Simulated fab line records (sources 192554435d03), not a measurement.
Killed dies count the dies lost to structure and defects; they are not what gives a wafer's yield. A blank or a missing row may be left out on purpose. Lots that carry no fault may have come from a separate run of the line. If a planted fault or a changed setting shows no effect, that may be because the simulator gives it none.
Split-lot trial / flow n5Finfet / 7 lots, 21 wafers read, on a route of 1938 steps

## THE SPLIT
At N5_HKMG_FIN_ETCH_54 (etches SiARC in CF4, target depth 45.5 nm, time 75.8 s), the setting sourceW was moved away from the recipe's 545 W on 5 of the 21 wafers read, by -13.4% to +15.9%. For the rest of the wafers, this setting stayed at what the recipe calls for.

The reading comes from the split's own step.

## THE READING
rfVppV, in V, at N5_HKMG_FIN_ETCH_54 (etches SiARC in CF4, target depth 45.5 nm, time 75.8 s). A value of 183.7 V with a standard deviation of 0.83 V is what fault-free wafers of this fab line usually give.

wafer=L077.1; tool, chamber at the split=rieDiel-02, 2; sourceW as run, W=545; against the recipe=recipe; rfVppV, V=184.6; against lot-mates on the recipe=-
wafer=L077.2; tool, chamber at the split=rieDiel-02, 1; sourceW as run, W=545; against the recipe=recipe; rfVppV, V=183.5; against lot-mates on the recipe=-
wafer=L077.4; tool, chamber at the split=rieDiel-02, 0; sourceW as run, W=545; against the recipe=recipe; rfVppV, V=183.0; against lot-mates on the recipe=-
wafer=L079.2; tool, chamber at the split=rieDiel-01, 2; sourceW as run, W=545; against the recipe=recipe; rfVppV, V=183.0; against lot-mates on the recipe=-
wafer=L079.4; tool, chamber at the split=rieDiel-01, 0; sourceW as run, W=545; against the recipe=recipe; rfVppV, V=184.6; against lot-mates on the recipe=-
wafer=L079.6; tool, chamber at the split=rieDiel-01, 1; sourceW as run, W=545; against the recipe=recipe; rfVppV, V=183.2; against lot-mates on the recipe=-
wafer=L081.2; tool, chamber at the split=rieDiel-02, 2; sourceW as run, W=545; against the recipe=recipe; rfVppV, V=183.3; against lot-mates on the recipe=-
wafer=L081.4; tool, chamber at the split=rieDiel-02, 1; sourceW as run, W=545; against the recipe=recipe; rfVppV, V=184.0; against lot-mates on the recipe=-
wafer=L081.5; tool, chamber at the split=rieDiel-02, 2; sourceW as run, W=545; against the recipe=recipe; rfVppV, V=184.6; against lot-mates on the recipe=-
wafer=L083.2; tool, chamber at the split=rieDiel-01, 2; sourceW as run, W=571.4; against the recipe=+4.8%; rfVppV, V=180.7; against lot-mates on the recipe=-2.2
wafer=L083.5; tool, chamber at the split=rieDiel-01, 2; sourceW as run, W=545; against the recipe=recipe; rfVppV, V=182.9; against lot-mates on the recipe=-
wafer=L083.6; tool, chamber at the split=rieDiel-01, 0; sourceW as run, W=571.4; against the recipe=+4.8%; rfVppV, V=180.6; against lot-mates on the recipe=-2.3
wafer=L090.1; tool, chamber at the split=rieDiel-01, 3; sourceW as run, W=545; against the recipe=recipe; rfVppV, V=184.4; against lot-mates on the recipe=-
wafer=L090.3; tool, chamber at the split=rieDiel-01, 1; sourceW as run, W=545; against the recipe=recipe; rfVppV, V=183.8; against lot-mates on the recipe=-
wafer=L090.4; tool, chamber at the split=rieDiel-01, 0; sourceW as run, W=545; against the recipe=recipe; rfVppV, V=183.7; against lot-mates on the recipe=-
wafer=L091.2; tool, chamber at the split=rieDiel-05, 0; sourceW as run, W=471.8; against the recipe=-13.4%; rfVppV, V=192.9; against lot-mates on the recipe=+9.2
wafer=L091.4; tool, chamber at the split=rieDiel-05, 0; sourceW as run, W=545; against the recipe=recipe; rfVppV, V=185.0; against lot-mates on the recipe=-
wafer=L091.6; tool, chamber at the split=rieDiel-05, 2; sourceW as run, W=545; against the recipe=recipe; rfVppV, V=182.3; against lot-mates on the recipe=-
wafer=L092.1; tool, chamber at the split=rieDiel-02, 1; sourceW as run, W=545; against the recipe=recipe; rfVppV, V=183.6; against lot-mates on the recipe=-
wafer=L092.5; tool, chamber at the split=rieDiel-02, 0; sourceW as run, W=631.8; against the recipe=+15.9%; rfVppV, V=174.0; against lot-mates on the recipe=-9.6
wafer=L092.6; tool, chamber at the split=rieDiel-02, 1; sourceW as run, W=631.8; against the recipe=+15.9%; rfVppV, V=172.9; against lot-mates on the recipe=-10.7

THE FIT
A straight line over all 21 wafers: rfVppV changes by -0.655 V for each +1% of sourceW; r = -0.98; the points scatter about the line by 0.71 V.
The same after taking each lot's own level away (the mean of its wafers on the recipe; 21 wafers): -0.644 V for each +1%; r = -0.98; scatter 0.72 V.
Per that fit: largest sourceW move, reading shift of 10 V.
Across the lots, their own levels run from 182.90 to 183.97 V, a range of 1.3 times the standard deviation given above.
Consequently the slope shifts little with the lot-to-lot level, the two slopes agreeing.
Check: -10.4 V against its lot-mates is what the line predicts for one of the wafers moved furthest among these (+15.9%) when that wafer is left out of the fit. It came out at -9.6 V against them.
Tool readings at the split's step, against how far the setting was moved: etchRfOnTimeS r = -0.97; rfVppV r = -0.98.

## FURTHER SPLITS ON THESE WAFERS
Before the reading, these wafers also passed through other splits. Each is held against what the fit with the lots' levels taken away leaves over:
other split on the same wafers=N5_SD_EPI_N_EPI_21 tempC; wafers away from the commonest value=6; r with rfVppV (lot level and that fit taken away)=+0.01
other split on the same wafers=N5_ILD0_CMP_12 downForcePsi; wafers away from the commonest value=5; r with rfVppV (lot level and that fit taken away)=+0.04

## THE WHOLE CHAIN: every reading that the file lists as answering this split, in the file's order
step=N5_HKMG_FIN_ETCH_54; what it does=etches SiARC in CF4, target depth 45.5 nm, time 75.8 s; reading=etchRfOnTimeS; change (the file's fit)=withheld for each +1% of the setting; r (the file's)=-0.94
step=N5_HKMG_FIN_ETCH_54; what it does=etches SiARC in CF4, target depth 45.5 nm, time 75.8 s; reading=rfVppV; change (the file's fit)=-0.65 V for each +1% of the setting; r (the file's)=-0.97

## FILE'S OWN FIT
rfVppV changes by -0.65 V for each +1% of sourceW, r = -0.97.
